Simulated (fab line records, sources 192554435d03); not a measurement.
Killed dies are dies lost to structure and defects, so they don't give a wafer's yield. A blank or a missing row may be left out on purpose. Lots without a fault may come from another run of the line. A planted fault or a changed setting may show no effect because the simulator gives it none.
fab line records | flow n5_finfet
record lots=6 wafers=18 last_day=16
route steps=1938 shown BEOL_M15@1823 PASS1_DEP@1831 MIM_BOT@1832 MIM_TOP@1834 PASSIVATION@1936
lots that met no fault: from a run of the same line without faults
start_h: hours from the record's first day to the start of the lot's first wafer shown | wait_h: hours since the lot's step before | " the same as in the row above | L1.1+2: a row that stands for several wafers | - no value, or no start given | * or withheld: withheld | < > ~ a bound
route shown NAME@n: a module of which the file shows steps, and the number in the route of the first | usual: mean/standard deviation of fault-free wafers | same: alike in all rows | chamber/n: place in a boat | sites: the reading at each site | _std_site: their standard deviation | _edge_site: outer sites' mean less inner sites' | radius_mm: how far each site lies from the wafer's centre | mask NAME#n: copy n | behind: the tool/chamber that last shaped the wafer | hold: why the lot was held/for how many hours/how that ended | device: the transistor (n, p or np) that didn't switch | end of line: the same wafers' tests at the end of the route | a step without rows: its recipe alone | killed: dies lost to structure and defects at the first sort, not the wafer's yield | map: a wafer's dies, x killed, . not, _ none there
set.NAME: the setting as run; set.NAME@STEP: as run at that earlier step | model.NAME: the simulator's own value behind a step, which no gauge read
lots at some steps of the route; a table a step, a row a wafer
services: from which hour (start_h, from the record's first day; less than 0 if before it) a tool's chamber was out of use, for how many hours, and why
## steps
# step N5_BEOL_M15_ANNEAL_48
# recipe temp_c=225 time_s=90 ambient=N2
# step N5_BEOL_M15_CMP_49
# recipe stop_on=SiO2 t_overpolish_s=4.9 down_force_psi=2 platen_rpm=80 clearing_platen_down_force_psi=2 clearing_platen_rpm=80 post_cmp_clean=cu_alkaline target_thk_nm=850 clearing_platen_pad_velocity_m_s=1.5917 pad_velocity_m_s=1.5917
# usual barrier_field_endpoint_s=11.43/0.27 motor_current_A=8.3/0.55 overpolish_run_s=4.900/0.0083
# columns lot.wafer tool chamber start_h wait_h barrier_field_endpoint_s motor_current_A overpolish_run_s
L329.4 cmp-03 1 301.95 0.1 11.37 8.2 4.900
L329.1 " 2 " " 11.37 8.6 4.913
L329.3 " 3 " " 11.52 8.9 4.898
L334.1 cmp-03 3 308.19 0.6 11.91 8.8 4.893
L334.2 " 2 " " 11.65 8.4 4.894
L334.5 " 3 " " 11.92 8.8 4.902
L335.1 cmp-04 3 310.68 0.3 10.92 8.1 4.902
L335.3 " 1 " " 11.15 8.7 4.903
L335.6 " 2 " " 11.18 8.8 4.889
L336.3 cmp-04 3 322.02 0.2 11.17 8.3 4.913
L336.1 " 1 " " 10.99 8.6 4.903
L336.4 " 2 " " 11.44 8.9 4.901
L343.4 cmp-02 3 353.93 0.2 11.08 8.7 4.890
L343.1 " 1 " " 11.85 7.1 4.895
L343.6 " 3 " " 11.06 8.4 4.889
L342.3 cmp-02 1 357.91 0.2 11.57 7.5 4.916
L342.2 " 3 " " 11.24 8.3 4.908
L342.5 " 1 " " 11.78 8.0 4.897
# step N5_BEOL_M15_THK_MEAS_50
# recipe thk_meas_gauge=xrf reads=Cu_of_BEOL_M15_ECD_47
# usual M15_THK=852/15
# columns lot.wafer tool chamber start_h wait_h M15_THK[nm]
L329.1 film_metro-01 - 302.25 - 851
L329.3 " - " " 846
L329.4 " - " " 861
L334.1 film_metro-01 - 308.49 - 844
L334.2 " - " " 859
L334.5 " - " " 835
L335.1 film_metro-01 - 310.93 - 845
L335.3 " - " " 839
L335.6 " - " " 845
L336.1 film_metro-01 - 322.32 - 866
L336.3 " - " " 850
L336.4 " - " " 833
L343.1 film_metro-02 - 354.18 - 854
L343.4 " - " " 862
L343.6 " - " " 858
L342.2 film_metro-01 - 358.16 - 847
L342.3 " - " " 858
L342.5 " - " " 843
# step N5_BEOL_M15_PRE_CLEAN_52
# recipe gas=NH3 time_s=15 temp_c=withheld rf_power_w=300
# step N5_BEOL_M15_DEP_53
# recipe material=SiCN target_thk_a=500 temp_c=withheld precursor=3MS/NH3 pressure_torr=3 rf_w=675 time_s=17.8
# usual showerhead_plenum_p_Torr=4.171/0.022 throttle_valve_pct=18.2/0.97
# columns lot.wafer tool chamber start_h wait_h showerhead_plenum_p_Torr throttle_valve_pct
L329.1 pecvd-04 0 302.31 0.0 4.178 19.6
L329.3 " 1 " " 4.195 19.2
L329.4 " 0 " " 4.168 19.6
L334.1 pecvd-04 2 308.55 0.0 4.169 16.8
L334.2 " 0 " " 4.186 19.7
L334.5 " 2 " " 4.171 17.0
L335.1 pecvd-03 1 311.00 0.0 4.213 17.3
L335.3 " 2 " " 4.175 18.3
L335.6 " 2 " " 4.175 18.4
L336.1 pecvd-04 2 322.38 0.0 4.166 16.9
L336.3 " 1 " " 4.180 19.3
L336.4 " 0 " " 4.163 19.8
L343.1 pecvd-03 2 354.25 0.0 4.170 18.1
L343.4 " 1 " " 4.218 16.9
L343.6 " 0 " " 4.151 18.3
L342.2 pecvd-03 1 358.23 0.0 4.195 17.2
L342.3 " 0 " " 4.140 18.8
L342.5 " 1 " " 4.206 16.9
# step N5_BEOL_M15_RS_MEAS_54
# recipe thk_meas_gauge=four-point-probe reads=Cu_of_BEOL_M15_ECD_47+Ta_of_BEOL_M15_SPUTTER_44+TaN_of_BEOL_M15_SPUTTER_43
# usual M15_RS=0.0218/0.00035
# columns lot.wafer tool chamber start_h wait_h M15_RS[ohm/sq]
L329.1 film_metro-01 - 302.38 0.0 0.0220
L329.3 " - " " 0.0220
L329.4 " - " " 0.0217
L334.1 film_metro-01 - 308.62 0.0 0.0217
L334.2 " - " " 0.0214
L334.5 " - " " 0.0220
L335.1 film_metro-02 - 311.06 0.0 0.0219
L335.3 " - " " 0.0220
L335.6 " - " " 0.0219
L336.1 film_metro-01 - 322.45 0.1 0.0214
L336.3 " - " " 0.0217
L336.4 " - " " 0.0223
L343.1 film_metro-02 - 354.33 0.1 0.0218
L343.4 " - " " 0.0216
L343.6 " - " " 0.0217
L342.2 film_metro-02 - 358.29 0.1 0.0218
L342.3 " - " " 0.0214
L342.5 " - " " 0.0219
# step N5_BEOL_M15_INSPECT_55
# recipe inspect_instrument=darkfield mode=post_dep
# usual raw_defect_count=77/22
# columns lot.wafer tool chamber start_h wait_h raw_defect_count
L329.1 defect_inspect-02 - 302.48 0.1 78
L329.3 " - " " 91
L329.4 " - " " 102
L334.1 defect_inspect-02 - 308.64 0.0 127
L334.2 " - " " 75
L334.5 " - " " 113
L335.1 defect_inspect-02 - 311.09 0.0 101
L335.3 " - " " 114
L335.6 " - " " 94
L336.1 defect_inspect-02 - 322.47 0.0 101
L336.3 " - " " 58
L336.4 " - " " 89
L343.1 defect_inspect-02 - 354.35 0.0 74
L343.4 " - " " 97
L343.6 " - " " 63
L342.2 defect_inspect-02 - 358.32 0.0 67
L342.3 " - " " 85
L342.5 " - " " 56
# step N5_BEOL_M15_RC_MEAS_101
# usual COMB_M10=1.4e-11/3.2e-12 COMB_M11=1.4e-11/3.4e-12 COMB_M12=5.8e-12/1.5e-12 COMB_M12_max_site=8.5e-12/2.1e-12 COMB_M13=4.4e-12/1.2e-12 COMB_M14=3.2e-12/8.9e-13 COMB_M15=2.1e-12/8.9e-13 COMB_M5=3.7e-11/7.6e-12 COMB_M5_max_site=5.4e-11/1.2e-11 COMB_M6=2.5e-11/4.9e-12 COMB_M7=2.5e-11/5.3e-12 COMB_M8=2.5e-11/5.3e-12 COMB_M9=1.41e-11/2.8e-12 SERP_M10=3.03/0.083 SERP_M11=3.12/0.077 SERP_M11_max_site=3.22/0.087 SERP_M12=0.638/0.016 SERP_M13=0.313/0.0067 SERP_M14=0.160/0.0033 SERP_M5=38.8/1.5 SERP_M6=13.9/0.56 SERP_M7=14.0/0.51 SERP_M8=13.9/0.51 SERP_M9=3.10/0.073
# columns lot.wafer tool chamber start_h wait_h COMB_M10[S/m] COMB_M11[S/m] COMB_M12[S/m] COMB_M12_max_site[S/m] COMB_M13[S/m] COMB_M14[S/m] COMB_M15[S/m] COMB_M5[S/m] COMB_M5_max_site[S/m] COMB_M6[S/m] COMB_M7[S/m] COMB_M8[S/m] COMB_M9[S/m] SERP_M10[ohm/um] SERP_M11[ohm/um] SERP_M11_max_site[ohm/um] SERP_M12[ohm/um] SERP_M13[ohm/um] SERP_M14[ohm/um] SERP_M5[ohm/um] SERP_M6[ohm/um] SERP_M7[ohm/um] SERP_M8[ohm/um] SERP_M9[ohm/um]
L329.1 prober-02 0 302.51 0.0 1.7e-11 1.6e-11 7.2e-12 9.9e-12 6.1e-12 3.4e-12 1.9e-12 3.7e-11 4.7e-11 2.3e-11 2.2e-11 3.4e-11 1.59e-11 3.04 3.15 3.20 0.635 0.316 0.157 40.1 15.0 14.6 13.9 3.10
L329.3 " 0 " " 2.3e-11 1.3e-11 6.8e-12 8.3e-12 3.9e-12 3.8e-12 1.6e-12 4.8e-11 6.2e-11 2.2e-11 2.5e-11 2.3e-11 1.31e-11 3.09 3.18 3.25 0.622 0.330 0.162 39.7 14.4 14.4 13.7 3.00
L329.4 " 0 " " 2.2e-11 1.2e-11 5.6e-12 7.5e-12 3.3e-12 3e-12 1.9e-12 3.3e-11 4.9e-11 2.5e-11 3.3e-11 2.4e-11 1.24e-11 3.06 3.22 3.28 0.617 0.313 0.162 37.1 14.5 14.7 14.9 2.95
L334.1 prober-02 0 308.67 0.0 1.1e-11 1.6e-11 4.4e-12 8e-12 5e-12 3.9e-12 2.8e-12 3.7e-11 5.1e-11 2.7e-11 1.8e-11 1.9e-11 1.46e-11 2.97 3.23 3.33 0.651 0.310 0.162 38.8 14.8 14.5 13.2 3.14
L334.2 " 0 " " 2.1e-11 2e-11 6.4e-12 1.03e-11 4.7e-12 3.6e-12 3e-12 4.3e-11 5.6e-11 2.7e-11 2.1e-11 2.7e-11 1.4e-11 3.20 3.05 3.21 0.649 0.312 0.158 41.0 14.0 13.6 13.2 3.13
L334.5 " 0 " " 1.5e-11 9e-12 6.4e-12 1.03e-11 4e-12 3.5e-12 2.5e-12 5e-11 7.8e-11 3.8e-11 2.2e-11 2.9e-11 1.31e-11 3.15 3.07 3.16 0.659 0.318 0.161 39.0 14.1 14.5 13.3 3.20
L335.1 prober-01 0 311.11 0.0 1.4e-11 1.7e-11 6.1e-12 1.09e-11 2.7e-12 2.2e-12 3e-13 4.1e-11 4.9e-11 2.1e-11 1.8e-11 2.4e-11 1.07e-11 3.05 3.17 3.25 0.623 0.318 0.156 39.7 13.1 14.2 14.0 3.09
L335.3 " 0 " " 1.3e-11 1.6e-11 4.7e-12 7.8e-12 3.2e-12 1.7e-12 9e-13 4.1e-11 6.5e-11 2.6e-11 1.8e-11 2.2e-11 1.11e-11 3.03 3.12 3.23 0.658 0.320 0.166 40.3 12.9 14.2 14.1 3.08
L335.6 " 0 " " 1.6e-11 1.5e-11 7e-12 1.14e-11 3e-12 3.7e-12 1.4e-12 4.3e-11 5.4e-11 2.4e-11 2.1e-11 3.3e-11 1.15e-11 3.13 3.35 3.41 0.649 0.321 0.156 38.7 12.8 14.2 13.2 3.03
L336.1 prober-01 0 322.50 0.0 1.5e-11 1.1e-11 5.4e-12 8.9e-12 4.3e-12 1.5e-12 1.9e-12 2.8e-11 4.5e-11 2.3e-11 2.2e-11 2e-11 1.28e-11 2.86 3.12 3.27 0.628 0.312 0.159 37.6 13.4 13.4 13.8 3.14
L336.3 " 0 " " 1.3e-11 1.9e-11 8.6e-12 9.6e-12 4.1e-12 3e-12 1.5e-12 3.8e-11 5.2e-11 1.8e-11 1.7e-11 1.7e-11 1.05e-11 2.97 3.27 3.37 0.635 0.314 0.160 37.0 13.5 13.4 15.3 3.06
L336.4 " 0 " " 1.4e-11 9e-12 4.7e-12 8.2e-12 4.7e-12 3.7e-12 1.5e-12 2.4e-11 3.8e-11 2.1e-11 3e-11 2.4e-11 1.28e-11 3.06 3.12 3.19 0.651 0.325 0.154 38.7 13.2 14.9 14.2 3.05
L343.1 prober-02 0 354.38 0.0 1.5e-11 1.6e-11 6.8e-12 9.6e-12 5.5e-12 4.5e-12 3.4e-12 3.4e-11 4.8e-11 3.6e-11 2.1e-11 2.5e-11 1.6e-11 3.01 3.02 3.16 0.643 0.307 0.163 38.7 13.9 14.7 13.9 3.08
L343.4 " 0 " " 1.2e-11 1.9e-11 7.6e-12 9.2e-12 3.7e-12 3.1e-12 2.1e-12 3.2e-11 4.8e-11 2.8e-11 3e-11 3e-11 1.47e-11 3.01 3.10 3.20 0.642 0.309 0.157 37.8 14.8 13.7 13.6 3.05
L343.6 " 0 " " 1.4e-11 1.7e-11 7.3e-12 9.3e-12 4.3e-12 4e-12 3.1e-12 4.3e-11 6.6e-11 2.4e-11 2.4e-11 3.4e-11 1.12e-11 3.14 3.06 3.15 0.656 0.317 0.165 39.5 14.5 14.7 14.3 3.05
L342.2 prober-02 0 358.50 0.2 1.3e-11 1.4e-11 5.6e-12 6.8e-12 4.7e-12 3.1e-12 2.7e-12 2.9e-11 4.1e-11 3.3e-11 2.2e-11 2.3e-11 1.24e-11 3.19 3.10 3.17 0.618 0.309 0.166 36.2 13.8 13.8 13.9 3.10
L342.3 " 0 " " 1.1e-11 1.4e-11 4.8e-12 5.9e-12 6.6e-12 3.1e-12 2.4e-12 4.6e-11 7.4e-11 2.3e-11 2.4e-11 2.8e-11 1.34e-11 3.06 2.95 2.99 0.624 0.295 0.157 36.4 14.3 14.3 15.1 3.13
L342.5 " 0 " " 1.5e-11 1.1e-11 7.6e-12 9.3e-12 6.2e-12 2.4e-12 2.9e-12 4.1e-11 4.6e-11 2.5e-11 2.9e-11 2.3e-11 1.29e-11 3.14 3.11 3.42 0.653 0.298 0.161 36.8 15.3 13.4 14.7 3.09
# step N5_PASSIVATION_PECVD_00
# recipe material=SiO2 target_thk_a=2000 temp_c=400 precursor=SiH4/N2O pressure_torr=2.7 rf_w=608 time_s=11.2
# usual heater_power_w=660/96 showerhead_plenum_p_Torr=8.18/0.071 throttle_valve_pct=52/3.2
# columns lot.wafer tool chamber start_h wait_h heater_power_w showerhead_plenum_p_Torr throttle_valve_pct
L329.1 pecvd-01 1 303.47 0.8 756 8.14 59
L329.3 " 0 " " 670 8.09 52
L329.4 " 0 " " 708 8.12 52
L334.1 pecvd-04 2 309.64 0.8 511 8.19 48
L334.2 " 1 " " 812 8.29 56
L334.5 " 0 " " 517 8.23 57
L335.1 pecvd-04 2 312.09 0.8 512 8.21 48
L335.3 " 1 " " 793 8.27 56
L335.6 " 1 " " 779 8.30 56
L336.1 pecvd-04 2 323.46 0.8 524 8.18 48
L336.3 " 1 " " 758 8.29 55
L336.4 " 1 " " 790 8.27 56
L343.1 pecvd-01 1 355.34 0.8 727 8.13 59
L343.4 " 0 " " 798 8.10 51
L343.6 " 2 " " 702 8.14 49
L342.2 pecvd-02 2 359.31 0.7 647 8.29 51
L342.3 " 0 " " 725 8.09 52
L342.5 " 2 " " 665 8.29 51
# step N5_MIM_BOT_DEGAS_01
# recipe ambient=vacuum temp_c=300 time_s=60
# step N5_MIM_BOT_SPUTTER_00
# recipe material=TiN target_thk_a=350 temp_c=200 power_w=3000 chamber_pressure_pa=0.49996 gas=Ar reactive_partial_pa=0.37997 time_s=89.7
# usual throttle_valve_pct=30.5/1.2
# columns lot.wafer tool chamber start_h wait_h throttle_valve_pct
L329.1 pvd_sputter-01 - 304.58 0.0 30.0
L329.3 " - " " 32.9
L329.4 " - " " 30.4
L334.1 pvd_sputter-03 - 310.14 0.0 28.8
L334.2 " - " " 31.4
L334.5 " - " " 30.7
L335.1 pvd_sputter-03 - 312.64 0.0 30.6
L335.3 " - " " 31.1
L335.6 " - " " 28.7
L336.1 pvd_sputter-03 - 324.49 0.0 31.0
L336.3 " - " " 28.7
L336.4 " - " " 30.5
L343.1 pvd_sputter-03 - 355.66 0.0 29.1
L343.4 " - " " 28.5
L343.6 " - " " 28.9
L342.2 pvd_sputter-02 - 360.65 0.0 31.0
L342.3 " - " " 29.7
L342.5 " - " " 30.3
# step N5_MIM_TOP_ALD_00
# recipe material=Al2O3 target_thk_a=* temp_c=withheld ald_precursor_family=TMA ald_co_reactant=O3 pulse_time_s=withheld purge_time_s=3 co_reactant_purge_time_s=withheld co_reactant_pulse_time_s=3 ald_cycles=withheld
# usual precursor_pulse_height_rel=1.001/0.02
# columns lot.wafer tool chamber start_h wait_h precursor_pulse_height_rel
L329.1 ald_hk-01 2 304.68 0.1 0.983
L329.3 " 0 " " 0.985
L329.4 " 1 " " 1.016
L334.1 ald_hk-01 0 310.24 0.1 1.020
L334.2 " 3 " " 0.997
L334.5 " 0 " " 1.000
L335.1 ald_hk-01 2 312.74 0.1 1.012
L335.3 " 0 " " 0.999
L335.6 " 3 " " 0.994
L336.1 ald_hk-03 1 324.60 0.1 1.028
L336.3 " 2 " " 0.988
L336.4 " 0 " " 1.027
L343.1 ald_hk-02 1 355.76 0.1 1.011
L343.4 " 2 " " 0.999
L343.6 " 0 " " 0.980
L342.2 ald_hk-03 2 360.77 0.1 1.025
L342.3 " 3 " " 0.987
L342.5 " 0 " " 1.018
# step N5_MIM_TOP_ALD_01
# recipe material=HfO2 target_thk_a=56 temp_c=withheld ald_precursor_family=Hf-amide ald_co_reactant=O3 pulse_time_s=1 purge_time_s=3 co_reactant_purge_time_s=2 co_reactant_pulse_time_s=3 ald_cycles=62
# usual ald_cycles=62/0 precursor_pulse_height_rel=0.999/0.02
# columns lot.wafer tool chamber start_h wait_h ald_cycles precursor_pulse_height_rel model.HfO2_of_MIM_TOP_ALD_01.thk_nm
L329.1 ald_hk-01 2 304 - 62 1.010 5.6
L329.3 " 0 " " 62 1.022 5.6
L329.4 " 1 " " 62 0.977 5.6
L334.1 ald_hk-01 0 310 - 32 1.020 2.8
L334.2 " 3 " " 62 1.019 5.6
L334.5 " 0 " " 62 0.991 5.6
L335.1 ald_hk-01 2 312 - 32 0.990 3
L335.3 " 0 " " 32 1.002 3
L335.6 " 3 " " 62 0.998 5.6
L336.1 ald_hk-03 1 324 - 62 1.002 5.6
L336.3 " 2 " " 62 0.974 5.6
L336.4 " 0 " " 62 1.016 5.6
L343.1 ald_hk-02 1 355 - 62 1.024 5.6
L343.4 " 2 " " 62 0.971 5.6
L343.6 " 0 " " 62 1.004 5.6
L342.2 ald_hk-03 2 360 - 62 0.981 5.6
L342.3 " 3 " " 62 0.992 5.6
L342.5 " 0 361 - 62 1.040 5.6
# step N5_MIM_TOP_ALD_02
# recipe material=Al2O3 target_thk_a=* temp_c=withheld ald_precursor_family=TMA ald_co_reactant=O3 pulse_time_s=withheld purge_time_s=3 co_reactant_purge_time_s=withheld co_reactant_pulse_time_s=3 ald_cycles=withheld
# step N5_PASSIVATION_PROBE_49
# usual defect_limited_yield=91.6/1.2 killed_at_M0_to_M3=33/9.4 killed_at_M4_up=13/5.2 killed_at_contacts=13/5.6 killed_at_front_end=37/9.5 killed_at_other=4/3.1 killed_dies=99/15 killed_open=65/11 killed_short=32/7.5 sort_bin_5_function=4.9/0.77 sort_bin_6_memory=3.1/0.65 sort_n_pass=1081/15 sort_yield_pct=91.6/1.2
# same gross_dies=1180 killed_at_back_side=0 sort_bin_4_leakage[%]=0 sort_bin_8_speed[%]=0
# columns lot.wafer tool chamber start_h wait_h defect_limited_yield[%] killed_at_M0_to_M3 killed_at_M4_up killed_at_contacts killed_at_front_end killed_at_other killed_dies killed_open killed_short sort_bin_5_function[%] sort_bin_6_memory[%] sort_n_pass sort_yield_pct[%]
L334.1 prober-01 - 321.80 0.0 90.7 40 20 18 32 0 110 89 21 6.0 3.1 1070 90.7
L334.2 prober-01 - 321.85 0.1 92.7 28 19 7 31 1 86 52 33 4.3 2.5 1094 92.7
L334.5 prober-01 - 322.00 0.2 89.7 51 28 10 30 2 121 82 37 5.4 4.4 1059 89.7
# killed by level:class
L334.1 MOL_CONTACT_COAG:geometric_particle:open=16 BEOL_M4:geometric_particle:open=12 BEOL_M3:geometric_particle:open=10 FIN_SAQP:geometric_particle:open=9 STI_FIN_REVEAL:geometric_particle:open=8 BEOL_M1:geometric_particle:open=7 BEOL_M0_SAQP:geometric_particle:short=6 BEOL_M0:geometric_particle:open=6
L334.2 FIN_SAQP:geometric_particle:short=8 BEOL_M3:geometric_particle:open=8 BEOL_M4:geometric_particle:open=7 FIN_SAQP:geometric_particle:open=6 BEOL_M1:geometric_particle:open=5 ILD0:geometric_particle:short=4 ILD0:geometric_particle:open=4 MOL_CONTACT_COAG:geometric_particle:open=4
L334.5 BEOL_M4:geometric_particle:open=14 BEOL_M3:geometric_particle:open=10 MOL_CONTACT_COAG:geometric_particle:open=9 BEOL_M2:geometric_particle:open=9 BEOL_M0_SAQP:geometric_particle:short=8 BEOL_M0_SAQP:geometric_particle:open=8 FIN_SAQP:geometric_particle:short=6 FIN_SAQP:geometric_particle:open=6
## services
# columns tool chamber start_h hours kind
cmp-04 - 278.18 1.3 repair
pvd_sputter-02 - 285.64 5.0 repair
pecvd-02 - 286.30 0.9 repair
pecvd-01 1 290.76 2.1 scheduled_down
pecvd-04 1 292.53 5.5 scheduled_down
ald_hk-01 - 299.28 0.7 repair
cmp-02 - 304.06 5.2 repair
cmp-04 - 306.26 4.0 pm
cmp-04 - 310.26 - consumable_replace:conditioner
cmp-04 - 310.26 - consumable_replace:pad
pecvd-03 - 311.16 3.1 repair
ald_hk-03 - 311.44 0.2 repair
cmp-02 - 312.51 2.7 repair
pecvd-01 1 320.58 8.3 repair
ald_hk-03 - 321.03 2.6 repair
cmp-02 - 323.23 0.9 repair
pecvd-01 0 329.59 2.1 scheduled_down
ald_hk-03 - 332.25 8.7 pm
cmp-03 - 338.32 1.5 repair
pvd_sputter-03 - 338.72 1.8 repair
cmp-04 - 343.66 1.1 repair
cmp-04 - 347.88 0.3 repair
pecvd-04 - 357.43 0.9 repair
cmp-04 - 358.43 2.4 repair
## key
first_sign step=N5_MIM_TOP_ALD_01 reading=ald_cycles direction=down sigmas=99+ usual=* struck=*
effect none on later readings
model_effect step=N5_MIM_TOP_ALD_01 value=HfO2_of_MIM_TOP_ALD_01.thk_nm without=5.6 struck=2.933
met_at N5_MIM_TOP_ALD_01
struck_wafers L334.1,L335.1,L335.3
onset_between 304 310
fault kind=process_parameter_drift tool=ald_hk-01 chamber=- onset_h=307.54 steps=N5_MIM_TOP_ALD_01 channel=ald_cycles offset=* shape=step end_h=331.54 scope=struck_wafers_only acts_in=* stated=*
